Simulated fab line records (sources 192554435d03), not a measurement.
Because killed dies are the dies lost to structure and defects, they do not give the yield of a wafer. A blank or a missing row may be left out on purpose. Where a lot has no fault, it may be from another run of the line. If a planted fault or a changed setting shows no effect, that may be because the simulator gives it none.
Matching of chambers	flow n5-finfet	N5_FIN_SAQP_ETCH_51 on rie-diel-06: 4 sister chambers
The step etches SiARC in CF4, target depth 45.5 nm, time 75.8 s. 4 wafers are shown with their chamber, then 8 later ones without.

WAFERS PAIRED WITH THEIR CHAMBERS
wafer	chamber	drypump-motor-current-A (A)
L085.2	2	5.74
L089.2	0	5.60
L089.4	1	5.60
L092.4	3	5.25

WAFERS WITHOUT THEIR CHAMBER
wafer	drypump-motor-current-A (A)
L092.5	5.60
L092.6	5.73
L094.1	5.60
L094.2	5.76
L094.3	5.28
L097.1	5.61
L097.5	5.26
L097.6	5.78

WHICH CHAMBER EACH ONE RAN IN
wafer	from the rows above	in truth
L092.5	can't be placed: 0 or 1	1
L092.6	2	2
L094.1	can't be placed: 0 or 1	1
L094.2	2	2
L094.3	3	3
L097.1	can't be placed: 0 or 1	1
L097.5	3	3
L097.6	2	2
Placed correctly: 5 of 8. Not placeable from these rows: 3 (in 3, the candidates include the true chamber). Number placed wrongly: 0.
How it was worked out, from the rows above alone: a wafer's distance from a chamber is the root of the sum, over the readings, of the square of ((its reading less the chamber's mean) divided by the reading's scatter). The wafer belongs to the nearest chamber; if the next one is less than 2 further off, it can't be placed. For every chamber, the mean is computed from those of its wafers that are shown. The scatter (one wafer shown for each chamber): square how far every hidden wafer sits from the nearest shown wafer, average those squares and take the square root.
